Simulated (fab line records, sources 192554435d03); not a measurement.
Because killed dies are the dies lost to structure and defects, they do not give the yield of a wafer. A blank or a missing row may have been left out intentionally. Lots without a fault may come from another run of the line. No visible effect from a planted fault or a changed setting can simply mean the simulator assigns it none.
fab line records	flow n5_finfet
record: lots: 9	wafers: 26	last_day: 17
route steps=1938 shown BEOL_M3@966 BEOL_M4@1111
lots that met no fault: taken from a fault-free run of the same line
start_h: hours from the record's opening day to when the first of the lot's shown wafers began	wait_h: how many hours have passed since the lot's step before this one	" the same as in the row above	L1.1+2: one row covering several wafers at once	- no value, or no start given	* or withheld: withheld	< > ~ a bound
route shown NAME@n: names a module that has steps shown in the file, with the first one's number in the route	usual: the fault-free wafers' mean and standard deviation	same: alike in all rows	chamber/n: place in a boat	sites: the reading at each site	_std_site: standard deviation of those values	_edge_site: the outer-site mean with the inner-site mean subtracted	radius_mm: for every site, how far away it sits from the centre of the wafer	mask NAME#n: copy n	behind: the most recent tool/chamber to have shaped the wafer	hold: cause of the lot's hold/its duration in hours/its outcome	device: whichever transistor did not switch (one of n, p or np)	end of line: the route-end tests of the same wafers	for a step that has no rows: nothing shown but its recipe	killed: the dies lost at the first sort to structure and to defects; this is not the yield of the wafer	map: per-die view of a wafer (x killed, . not killed, _ where there is no die)
set.NAME: the setting that was run; set.NAME@STEP: the one run at that earlier step	model.NAME: the simulator's own value behind a step, which no gauge read
a sample of lots followed through the steps of the route, with each step as a table and each wafer as a row
services: a tool's chamber out of use, with start hour (start_h, from the record's first day; less than 0 if before it), hours out, and reason
== steps ==
step: N5_BEOL_M3_CD_MEAS_28
recipe: target_cd_nm: 25.7	landing_energy_ev: 500	detector: se_inlens	target_cd_y_nm: 23.3	polarity: opening
usual: cd_nm: 25.64/0.24
same: landing_energy_ev: 500
lot.wafer	tool	chamber	start_h	wait_h	cd_nm
L916.1	cd_sem-01	0	145.88	-	26.01
L916.6	"	0	"	"	25.57
L917.1	cd_sem-02	0	150.02	-	25.67
L917.4	"	0	"	"	25.81
L917.6	"	0	"	"	25.39
L918.2	cd_sem-03	0	150.25	-	25.65
L918.3	"	0	"	"	25.49
L918.4	"	0	"	"	25.75
L922.2	cd_sem-03	0	179.74	-	25.52
L922.3	"	0	"	"	25.75
L922.6	"	0	"	"	25.38
L929.2	cd_sem-02	0	229.75	-	26.04
L929.4	"	0	"	"	25.68
L929.5	"	0	"	"	25.62
L932.1	cd_sem-03	0	239.61	-	25.30
L932.4	"	0	"	"	25.62
L932.5	"	0	"	"	25.10
L935.3	cd_sem-02	0	268.02	-	26.04
L935.4	"	0	"	"	25.79
L935.6	"	0	"	"	25.80
L937.1	cd_sem-01	0	276.38	-	25.46
L937.4	"	0	"	"	25.70
L937.6	"	0	"	"	25.68
L939.1	cd_sem-01	0	284.46	-	25.94
L939.2	"	0	"	"	25.73
L939.5	"	0	"	"	25.83
step: N5_BEOL_M3_STRIP_36
recipe: chemistry: N2/H2	power_w: 450	temp_c: 40	pressure_mtorr: 20	rf_frequency_hz: 6e+07	overash_fraction: 0.3	bias_power_w: 7	h2_frac: 0.5	n2_flow_sccm: 200	h2_flow_sccm: 200
usual: drypump_motor_current_A: 5.9/0.46	oes_product_au: 0.79/0.085	rf_vpp_V: 59.2/1.5	showerhead_plenum_p_Torr: 2.59/0.066	throttle_valve_pct: 23.6/0.3
lot.wafer	tool	chamber	start_h	wait_h	drypump_motor_current_A	oes_product_au	rf_hours_counter_h	rf_vpp_V	showerhead_plenum_p_Torr	throttle_valve_pct
L916.1	rie_diel-01	3	146.67	0.0	6.3	0.74	177	59.3	2.52	23.5
L916.6	"	3	"	"	6.4	0.75	-	59.4	2.52	23.5
L917.1	rie_diel-01	2	153.02	0.0	5.7	0.72	188	56.8	2.64	23.3
L917.4	"	1	"	"	5.9	0.88	40	59.2	2.67	23.3
L917.6	"	2	"	"	5.7	0.72	-	59.4	2.64	23.3
L918.2	rie_diel-02	0	153.18	0.0	5.1	0.71	219	59.5	2.60	23.7
L918.3	"	1	"	"	5.8	0.77	146	58.4	2.54	23.4
L918.4	"	0	"	"	5.1	0.71	-	59.5	2.60	23.7
L922.2	rie_diel-02	1	182.15	0.0	5.7	0.76	155	58.0	2.54	23.4
L922.3	"	2	"	"	6.5	0.72	205	59.4	2.54	24.1
L922.6	"	2	"	"	6.5	0.72	-	58.2	2.54	24.2
L929.2	rie_diel-01	0	230.52	0.0	5.8	0.88	37	59.4	2.57	23.6
L929.4	"	2	"	"	5.7	0.72	211	60.1	2.63	23.3
L929.5	"	1	"	"	5.9	0.85	-	61.6	2.67	23.3
L932.1	rie_diel-02	1	240.75	0.0	5.8	0.73	175	60.6	2.53	23.4
L932.4	"	2	"	"	6.4	0.69	224	59.1	2.53	24.1
L932.5	"	3	"	"	5.6	0.92	-	58.5	2.71	23.3
L935.3	rie_diel-01	3	269.73	0.0	6.3	0.72	215	58.9	2.51	23.6
L935.4	"	1	"	"	5.9	0.83	74	58.1	2.66	23.3
L935.6	"	3	"	"	6.3	0.72	-	60.1	2.51	23.6
L937.1	rie_diel-01	1	277.86	0.0	5.9	0.83	76	61.4	2.66	23.3
L937.4	"	2	"	"	5.7	0.70	225	59.3	2.62	23.3
L937.6	"	0	"	"	5.8	0.86	-	58.6	2.57	23.6
L939.1	rie_diel-03	0	285.04	0.0	6.7	0.74	151	59.3	2.54	24.2
L939.2	"	2	"	"	4.9	0.84	45	58.7	2.48	23.3
L939.5	"	2	"	"	4.9	0.85	-	59.9	2.48	23.3
step: N5_BEOL_M3_TRENCH_ETCH_37
recipe: chemistry: C4F6/O2	target_depth_a: 555.55	target: SiOC	time_s: 29.2	ion_energy_ev: 250	pressure_mtorr: 30	source_w: 355	bias_w: 185	Ar_flow_sccm: 300	C4F6_flow_sccm: 10	O2_flow_sccm: 10
usual: bias_w: 185.0/0.54	drypump_motor_current_A: 5.9/0.46	oes_ar_750_au: 0.78/0.086	oes_product_au: 0.78/0.086	rf_fwd_power_W: 350.5/1.8	rf_vpp_V: 668/18	showerhead_plenum_p_Torr: 2.90/0.074	throttle_valve_pct: 20.80/0.18
lot.wafer	tool	chamber	start_h	wait_h	bias_w	drypump_motor_current_A	oes_ar_750_au	oes_product_au	rf_fwd_power_W	rf_hours_counter_h	rf_vpp_V	showerhead_plenum_p_Torr	throttle_valve_pct
L916.1	rie_diel-01	3	146.71	-	185.3	6.3	0.74	0.74	351.4	177	670	2.83	20.77
L916.6	"	3	"	"	185.3	6.3	0.74	0.74	352.1	-	669	2.83	20.76
L917.1	rie_diel-01	2	153.06	-	184.9	5.7	0.72	0.72	347.5	188	703	2.94	20.52
L917.4	"	1	"	"	184.8	5.9	0.87	0.88	351.6	40	684	3.02	20.72
L917.6	"	2	"	"	185.6	5.7	0.71	0.72	346.6	-	700	2.94	20.50
L918.2	rie_diel-02	0	153.22	-	184.9	5.1	0.71	0.71	350.1	219	654	2.93	20.92
L918.3	"	1	"	"	186.1	5.8	0.77	0.77	350.2	146	664	2.84	20.52
L918.4	"	0	"	"	185.3	5.1	0.70	0.70	350.2	-	654	2.93	20.92
L922.2	rie_diel-02	1	182.19	-	184.8	5.8	0.75	0.76	349.3	155	665	2.84	20.53
L922.3	"	2	"	"	185.5	6.5	0.72	0.71	352.2	205	638	2.82	21.01
L922.6	"	2	"	"	185.5	6.5	0.72	0.71	351.7	-	638	2.82	21.01
L929.2	rie_diel-01	0	230.56	-	184.4	5.8	0.89	0.89	353.7	37	665	2.89	20.86
L929.4	"	2	"	"	184.9	5.7	0.70	0.71	348.6	211	700	2.93	20.55
L929.5	"	1	"	"	185.2	5.9	0.83	0.84	350.7	-	683	3.01	20.74
L932.1	rie_diel-02	1	240.79	-	184.7	5.7	0.84	0.78	435.5	175	594	2.83	20.58
L932.4	"	2	"	"	185.8	6.4	0.71	0.70	352.5	224	639	2.81	21.04
L932.5	"	3	"	"	184.3	5.6	0.94	0.92	350.3	-	644	3.03	20.59
L935.3	rie_diel-01	3	269.77	-	184.5	6.3	0.72	0.71	352.3	215	666	2.81	20.81
L935.4	"	1	"	"	184.7	5.9	0.82	0.83	348.0	74	683	3.00	20.76
L935.6	"	3	"	"	184.3	6.3	0.71	0.71	353.3	-	666	2.81	20.80
L937.1	rie_diel-01	1	277.90	-	185.0	5.9	0.82	0.82	350.3	76	685	3.00	20.77
L937.4	"	2	"	"	184.9	5.7	0.70	0.69	347.0	225	701	2.92	20.57
L937.6	"	0	"	"	185.2	5.8	0.87	0.87	351.0	-	666	2.89	20.89
L939.1	rie_diel-03	0	285.08	-	184.8	6.8	0.74	0.73	350.5	151	651	2.87	21.07
L939.2	"	2	"	"	184.9	4.9	0.84	0.84	351.5	45	659	2.80	20.77
L939.5	"	2	"	"	185.1	4.9	0.83	0.84	351.2	-	658	2.80	20.79
step: N5_BEOL_M3_OCD_MEAS_38
usual: trench_depth_nm: 55.4/1
lot.wafer	tool	chamber	start_h	wait_h	trench_depth_nm
L916.1	ocd-01	-	146.87	-	55.1
L916.6	"	-	"	"	55.7
L917.1	ocd-01	-	153.21	-	54.7
L917.4	"	-	"	"	56.8
L917.6	"	-	"	"	54.8
L918.2	ocd-02	-	153.37	-	56.3
L918.3	"	-	"	"	55.7
L918.4	"	-	"	"	56.0
L922.2	ocd-01	-	182.34	-	56.0
L922.3	"	-	"	"	53.1
L922.6	"	-	"	"	53.4
L929.2	ocd-01	-	230.72	-	57.4
L929.4	"	-	"	"	54.6
L929.5	"	-	"	"	55.7
L932.1	ocd-01	-	240.94	-	59.3
L932.4	"	-	"	"	53.3
L932.5	"	-	"	"	55.6
L935.3	ocd-02	-	269.92	-	55.3
L935.4	"	-	"	"	56.3
L935.6	"	-	"	"	56.2
L937.1	ocd-02	-	278.05	-	55.9
L937.4	"	-	"	"	54.9
L937.6	"	-	"	"	57.2
L939.1	ocd-02	-	285.23	-	53.9
L939.2	"	-	"	"	54.2
L939.5	"	-	"	"	55.1
step: N5_BEOL_M3_SURFACE_TREAT_85
recipe: gas: Ar	time_s: *	ion_energy_ev: *	ion_current_ma_cm2: 0.5	pressure_mtorr: *	ar_flow_sccm: 30
usual: throttle_valve_pct: *
lot.wafer	tool	chamber	start_h	wait_h	throttle_valve_pct
L916.1	pvd_sputter-02	-	147.92	0.2	*
L916.6	"	-	"	"	*
L917.1	pvd_sputter-02	-	154.68	0.2	*
L917.4	"	-	"	"	*
L917.6	"	-	"	"	*
L918.2	pvd_sputter-02	-	154.72	0.2	*
L918.3	"	-	"	"	*
L918.4	"	-	"	"	*
L922.2	pvd_sputter-01	-	183.00	0.1	*
L922.3	"	-	"	"	*
L922.6	"	-	"	"	*
L929.2	pvd_sputter-02	-	231.59	0.2	*
L929.4	"	-	"	"	*
L929.5	"	-	"	"	*
L932.1	pvd_sputter-01	-	241.51	0.1	*
L932.4	"	-	"	"	*
L932.5	"	-	"	"	*
L935.3	pvd_sputter-01	-	270.55	0.1	*
L935.4	"	-	"	"	*
L935.6	"	-	"	"	*
L937.1	pvd_sputter-03	-	280.72	1.8	*
L937.4	"	-	"	"	*
L937.6	"	-	"	"	*
L939.1	pvd_sputter-03	-	286.18	0.2	*
L939.2	"	-	"	"	*
L939.5	"	-	"	"	*
step: N5_BEOL_M4_RC_MEAS_101
usual: DIBL_N: 36.2/1.7	DIBL_P: 36.6/1.9	IOFF_N: 0.16/0.032	IOFF_P: 0.21/0.037	ION_N: 675/12	ION_P: 460/8.1	SS_N: 71.4/0.58	SS_P: 73.4/0.64	VT_N: 249/3.2	VT_P: -252/3.4
lot.wafer	tool	chamber	start_h	wait_h	DIBL_N[mV/V]	DIBL_P[mV/V]	IOFF_N[nA/um]	IOFF_P[nA/um]	ION_N[uA/um]	ION_P[uA/um]	SS_N[mV/dec]	SS_P[mV/dec]	VT_N[mV]	VT_P[mV]
L916.1	prober-02	0	166.74	0.0	39.2	38.4	0.20	0.22	673	452	72.1	73.8	246	-252
L916.6	"	0	"	"	36.3	35.2	0.15	0.18	674	459	70.1	73.3	248	-252
L917.1	prober-02	0	169.36	0.0	36.7	37.2	0.17	0.23	665	465	71.8	73.2	250	-248
L917.4	"	0	"	"	36.4	37.7	0.16	0.23	687	468	72.2	73.8	250	-247
L917.6	"	0	"	"	33.9	34.4	0.13	0.18	668	465	71.1	72.9	252	-250
L918.2	prober-01	0	178.44	0.2	38.3	38.3	0.19	0.26	684	460	71.3	74.0	246	-247
L918.3	"	0	"	"	40.0	40.5	0.24	0.31	685	469	72.7	74.1	244	-242
L918.4	"	0	"	"	36.8	37.0	0.18	0.24	685	466	71.6	73.1	247	-246
L922.2	prober-02	0	200.25	0.2	35.1	35.8	0.15	0.20	688	470	71.5	73.1	249	-250
L922.3	"	0	"	"	34.4	34.5	0.14	0.19	674	460	71.0	72.3	246	-252
L922.6	"	0	"	"	36.1	37.2	0.18	0.23	681	468	71.5	73.6	246	-248
L929.2	prober-02	0	245.13	0.2	36.2	37.0	0.16	0.20	672	453	71.1	73.1	247	-253
L929.4	"	0	"	"	33.7	33.3	0.12	0.15	665	450	71.1	72.2	252	-254
L929.5	"	0	"	"	36.9	37.8	0.18	0.22	673	460	71.8	73.6	248	-251
L932.1	prober-01	0	265.51	0.0	35.6	36.4	0.15	0.20	665	455	71.0	73.4	251	-249
L932.4	"	0	"	"	37.8	38.3	0.20	0.23	670	455	72.0	73.8	246	-251
L932.5	"	0	"	"	35.9	36.5	0.15	0.21	678	462	71.7	73.6	251	-252
L935.3	prober-02	0	282.12	0.3	36.1	38.3	0.17	0.23	681	468	71.4	73.1	244	-250
L935.4	"	0	"	"	34.3	35.7	0.14	0.19	670	466	70.0	73.2	251	-252
L935.6	"	0	"	"	35.9	37.9	0.17	0.22	683	465	70.7	73.0	248	-250
L937.1	prober-02	0	290.30	0.0	36.0	35.2	0.16	0.22	677	469	70.8	73.1	249	-249
L937.4	"	0	"	"	37.7	37.2	0.18	0.24	697	471	71.9	73.8	247	-246
L937.6	"	0	"	"	37.8	37.0	0.19	0.25	692	472	71.6	73.7	248	-247
L939.1	prober-02	0	296.75	0.0	37.0	35.9	0.16	0.21	680	465	71.2	72.9	249	-253
L939.2	"	0	"	"	35.7	34.2	0.13	0.19	666	460	69.8	72.2	254	-250
L939.5	"	0	"	"	37.2	37.3	0.17	0.23	684	469	71.0	73.9	249	-247
== services ==
tool	chamber	start_h	hours	kind
rie_diel-02	3	147.89	-	clean
rie_diel-02	3	147.89	-	consumable_replace:esc
rie_diel-02	3	147.89	-	consumable_replace:focus_ring
rie_diel-02	3	147.89	-	consumable_replace:showerhead
rie_diel-02	3	147.89	19.6	scheduled_down
rie_diel-02	3	147.89	19.6	vent_cycle
pvd_sputter-01	-	157.09	9.9	repair
rie_diel-03	-	172.67	0.3	repair
rie_diel-03	1	193.13	8.5	repair
rie_diel-03	-	236.51	0.3	repair
rie_diel-02	2	244.08	21.0	repair
rie_diel-03	0	253.64	2.0	repair
rie_diel-02	0	254.95	14.4	repair
rie_diel-02	3	282.57	1.5	repair
rie_diel-03	3	285.32	6.0	repair
== key ==
first_sign: step: N5_BEOL_M3_TRENCH_ETCH_37	reading: rf_fwd_power_W	direction: up	sigmas: 47	usual: *	struck: *
effect: step: N5_BEOL_M3_TRENCH_ETCH_37	reading: rf_vpp_V	direction: down	sigmas: 4.1	usual: 668	struck: 594
effect: step: N5_BEOL_M3_OCD_MEAS_38	reading: trench_depth_nm	direction: up	sigmas: 3.9	usual: 55.4	struck: 59.3
met_at N5_BEOL_M3_TRENCH_ETCH_37
struck_lots L932
struck_wafers L932.1
not_acting_at N5_BEOL_M3_CD_MEAS_28,N5_BEOL_M3_STRIP_36,N5_BEOL_M3_SURFACE_TREAT_85
onset_between 182.19 240.79
fault: kind: process_parameter_drift	tool: rie_diel-02	chamber: 1	onset_h: 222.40	steps: N5_BEOL_M3_TRENCH_ETCH_37	channel: source_w	offset: 85.2	shape: step	end_h: 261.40	acts_in: these_recipes_only	stated: 355
